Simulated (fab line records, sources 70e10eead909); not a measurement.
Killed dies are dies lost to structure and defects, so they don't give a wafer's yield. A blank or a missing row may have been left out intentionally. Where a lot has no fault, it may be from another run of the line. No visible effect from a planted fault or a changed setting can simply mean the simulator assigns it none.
One fault through the eyes of 2 desks	flow nand harc	only its own numbers are on each desk; what lay behind them is given at the end

== THE DEFECT DESK ==
What the inspections along the route counted, lot by lot: means of the sampled wafers that have a number. A lot is out of limits, marked OUT, if its mean lies more than 4 standard deviations from the usual mean; the brackets give that distance.
Columns: A = raw defect count at NHARC_A_SOURCE_PLATE_INSPECT_08, usual 58
lot	first seen here	A
L773	day 8 06:07	37
L775	day 9 00:01	64
L776	day 9 18:43	46
L779	day 10 16:16	74
L781	day 11 10:48	26
L783	day 12 12:43	56
L786	day 13 17:32	64
L788	day 14 09:56	49
L790	day 15 08:31	84
L791	day 15 08:31	45
L792	day 16 03:47	41
L793	day 16 13:11	43
L794	day 16 21:36	41
L795	day 17 08:40	50
Finding of this desk: none of the 14 lots has anything out of limits.

== AT THE METROLOGY DESK ==
Lot by lot, what the gauges showed, no matter which tool ran the lot: averages of those sampled wafers that carry a number. A lot is out of limits, marked OUT, if its mean lies more than 4 standard deviations from the usual mean; the brackets give that distance.
Columns: A = thk nm at NHARC_A_SOURCE_PLATE_THK_MEAS_06, usual 199.5 nm; B = thk nm at NHARC_A_ONON_D1_THK_MEAS_11, usual 997 nm; C = thk nm at NHARC_A_ONON_D1_THK_MEAS_30, usual 999 nm
lot	first seen here	A	B	C
L773	day 8 06:01	201.2	992	981
L775	day 8 23:57	197.6	1000	983
L776	day 9 18:38	203.1	993	1004
L779	day 10 16:12	202.3	978	1009
L781	day 11 10:44	197.6	1004	1561 (+51) OUT
L783	day 12 12:38	200.3	1001	1560 (+51) OUT
L786	day 13 17:29	199.7	1011	991
L788	day 14 09:53	195.9	992	1000
L790	day 15 08:28	198.2	985	1003
L791	day 15 08:28	197.8	997	1003
L792	day 16 03:43	198.4	994	1005
L793	day 16 13:07	200.1	992	1012
L794	day 16 21:32	198.6	1003	979
L795	day 17 08:33	200.0	1006	1006
This desk's verdict: out of limits on L781, L783, starting with L781 at day 11 23:40 (thk nm at NHARC_A_ONON_D1_THK_MEAS_30). Within limits: L773, L775, L776, L779, L786, L788, L790, L791, L792, L793, L794, L795.

== BROUGHT TOGETHER ==
An alarm was possible from the metrology desk at day 11 23:40, on L781, L783.
Nothing the defect desk looked at was out of limits.
The defect desk has L781, L783 on record, within its limits.
NHARC_A_ONON_D1_DEP_28 was run on pecvd onon-01 by each of the lots named.

== WHAT WAS PUT IN BY THE SIMULATOR ==
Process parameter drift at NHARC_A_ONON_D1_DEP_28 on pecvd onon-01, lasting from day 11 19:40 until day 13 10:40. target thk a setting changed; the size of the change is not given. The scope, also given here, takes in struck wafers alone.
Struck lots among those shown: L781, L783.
Delay in hours, fault start to first out-of-limits reading, per desk: metrology desk 4.
